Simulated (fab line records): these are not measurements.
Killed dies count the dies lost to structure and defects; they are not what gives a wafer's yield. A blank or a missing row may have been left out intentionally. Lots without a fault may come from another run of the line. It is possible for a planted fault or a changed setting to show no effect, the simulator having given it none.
A lot that was struck, set against a sound lot	flow nand-harc	12 steps out of a route of 1159
Sound: the wafers L113.2, L113.5, L113.6. Wafers struck: L999.5, L999.6. The cause is named last.
Per side, at each step with rows, come the tool, then ch with its chambers, and then its first start. Under that, the readings that differ: sound wafers	struck wafers	difference of the means	sigmas: that difference in standard deviations of wafers without a fault.
alike: same words and numbers on both sides, and readings whose means sit less than 2 such deviations apart. not compared: any withheld reading, any reading some wafer has no value for, any bound like >300 that may hide the same value, and any number with overlapping values for which the record gives no deviation.
The two part at a step that has a row with sigmas, a row that says differs or no value, or rows on one side only. Numbers that don't overlap but have no deviation are shown without sigmas and don't part them. A reading that every wafer of one side lacks parts them only if that side has two wafers or more.

first, 1 step without rows for these wafers: NHARC_A_SLIT_SRD_20.
NHARC_A_SLIT_CD_MEAS_21:
  sound on cd-sem-02, day 19 10:57; struck on cd-sem-02, day 16 06:10
  alike: cd-nm
then, 3 steps without rows for these wafers: NHARC_A_SIN_REMOVE_WET_00 (chemistry H3PO4, time 15300 s); NHARC_A_SIN_REMOVE_PRECLEAN_01 (cleans in SC1); NHARC_A_SIN_REMOVE_SRD_02.
NHARC_A_SIN_REMOVE_INSPECT_04:
  sound on defect-inspect-02, day 19 18:18; struck on defect-inspect-02, day 16 13:49
  alike: raw-defect-count
NHARC_A_WL_FILL_ALD_00: deposits Al2O3, target thk 3 nm, pulse time 3 s, ald cycles 30.
  sound on ald-hk-03 ch 1,2,3, day 19 18:25; struck on ald-hk-02 ch 0,1, day 16 13:59
  alike: heater-power-w, precursor-pulse-height-rel
  not compared: since-wet-clean-h
NHARC_A_WL_FILL_RTA_01: time 5 s.
  sound on rtp-anneal-01 ch 0, day 19 18:39; struck on rtp-anneal-01 ch 0, day 16 14:16
  alike: lamp-power-pct, wafer_temp_C_max
NHARC_A_WL_FILL_ALD_02: deposits TiN, target thk 2 nm, pulse time 3 s, ald cycles 100.
  sound on ald-metal-04 ch 1,2, day 19 18:53; struck on ald-metal-02 ch 2,3, day 16 14:31
  alike: heater-power-w, precursor-pulse-height-rel
  not compared: since-wet-clean-h
NHARC_A_WL_FILL_CVD_03: deposits W, target thk 40 nm, time 3302 s.
  sound on cvd-w-01 ch 0,1, day 19 23:38; struck on cvd-w-01 ch 0,1, day 16 19:01
  alike: heater-power-w, throttle-valve-pct
  not compared: since-wet-clean-h
NHARC_A_WL_FILL_ETCHBACK_04: etches the open film in NF3, target depth 60 nm, time 120 s.
  sound on rie-metal-02 ch 0,1, day 20 02:58; struck on rie-metal-02 ch 0,1, day 16 20:34
reading	sound	struck	difference	sigmas
run-length-s (s)	141.3 141.4 140.9	97.6 97.8	-43.5	-99 or more
  alike: chamber-pressure-mTorr, drypump-motor-current-A, oes-product-au
  not compared: rf-hours-counter-h
NHARC_A_WL_FILL_ETCHBACK_05: etches the open film in Cl2/BCl3, target depth 22 nm, time 60 s.
  sound on rie-metal-02 ch 0,1, day 20 03:13; struck on rie-metal-02 ch 0,1, day 16 20:43
  alike: chamber-pressure-mTorr, drypump-motor-current-A, oes-product-au, run-length-s
  not compared: rf-hours-counter-h

## WHERE THEY PART
NHARC_A_WL_FILL_ETCHBACK_04 only, going by this record. Later steps at which nothing parts them and some readings are alike: NHARC_A_WL_FILL_ETCHBACK_05.

WHY: the cause the simulator had injected
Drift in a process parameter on rie-metal-02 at NHARC_A_WL_FILL_ETCHBACK_04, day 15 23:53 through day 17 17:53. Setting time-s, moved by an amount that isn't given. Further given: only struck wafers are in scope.
